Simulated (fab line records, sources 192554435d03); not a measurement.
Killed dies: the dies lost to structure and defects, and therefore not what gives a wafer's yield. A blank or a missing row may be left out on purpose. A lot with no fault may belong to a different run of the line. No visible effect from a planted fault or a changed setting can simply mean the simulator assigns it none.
A single fault, viewed from 2 desks + flow n5 finfet + only its own numbers are on each desk; what lay behind them is given at the end

AT THE METROLOGY DESK
What the gauges read for every lot (on any tool): the sampled wafers with a number, averaged. The brackets show how far a lot's mean lies from the usual mean; more than 4 standard deviations puts the lot out of limits, marked OUT.
Columns: A = M9_ILD_THK at N5_BEOL_M9_THK_MEAS_01, usual 269 nm
| lot  | first seen here | A   |
|------|-----------------|-----|
| L726 | day 9 20:49     | 271 |
| L727 | day 9 21:47     | 268 |
| L729 | day 10 06:38    | 269 |
| L728 | day 10 17:58    | 266 |
| L733 | day 10 21:47    | 264 |
| L732 | day 11 01:23    | 266 |
| L740 | day 12 21:52    | 270 |
| L738 | day 12 23:28    | 266 |
| L742 | day 13 12:19    | 267 |
| L743 | day 13 13:20    | 264 |
| L747 | day 14 19:11    | 263 |
| L748 | day 14 20:37    | 266 |
| L749 | day 15 02:23    | 269 |
This desk's verdict: no lot among the 13 shows anything out of limits.

AT THE TOOL OWNER'S DESK: litho track-03
The tool's own readings at N5_BEOL_M9_COAT_75 (time 60 s, resist thk 5 nm): means of the sampled wafers that have a number, for each lot that ran on this tool. The brackets show how far a lot's mean lies from the usual mean; more than 4 standard deviations puts the lot out of limits, marked OUT.
Columns: A = dispense pressure kPa at N5_BEOL_M9_COAT_75, usual 50 kPa; B = run length s at N5_BEOL_M9_COAT_75, usual 66.13 s
| lot  | first seen here | A  | B               |
|------|-----------------|----|-----------------|
| L727 | day 10 01:14    | 57 | 66.22           |
| L733 | day 11 00:34    | 57 | 66.22           |
| L740 | day 12 23:34    | 57 | 73.10 (+29) OUT |
| L738 | day 13 04:42    | 57 | 69.78 (+15) OUT |
Finding of this desk: L738, L740 out of limits; the first was L740 at day 12 23:34, on run length s at N5_BEOL_M9_COAT_75. In limits: L727, L733.

PUT TOGETHER
On L738, L740, at day 12 23:34, an alarm was possible from the tool owner's desk.
At the metrology desk, nothing out of limits was observed.
The metrology desk has L738, L740 on record, within its limits.
On litho track-03, each named lot ran N5_BEOL_M9_COAT_75.

WHAT HAD BEEN PUT IN BY THE SIMULATOR
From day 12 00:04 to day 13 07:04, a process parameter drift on litho track-03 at N5_BEOL_M9_COAT_75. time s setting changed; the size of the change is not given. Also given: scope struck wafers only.
Shown lots that were struck: L738, L740.
How many hours passed from the start of the fault until each desk's first out-of-limits reading: the tool owner's desk, 24.
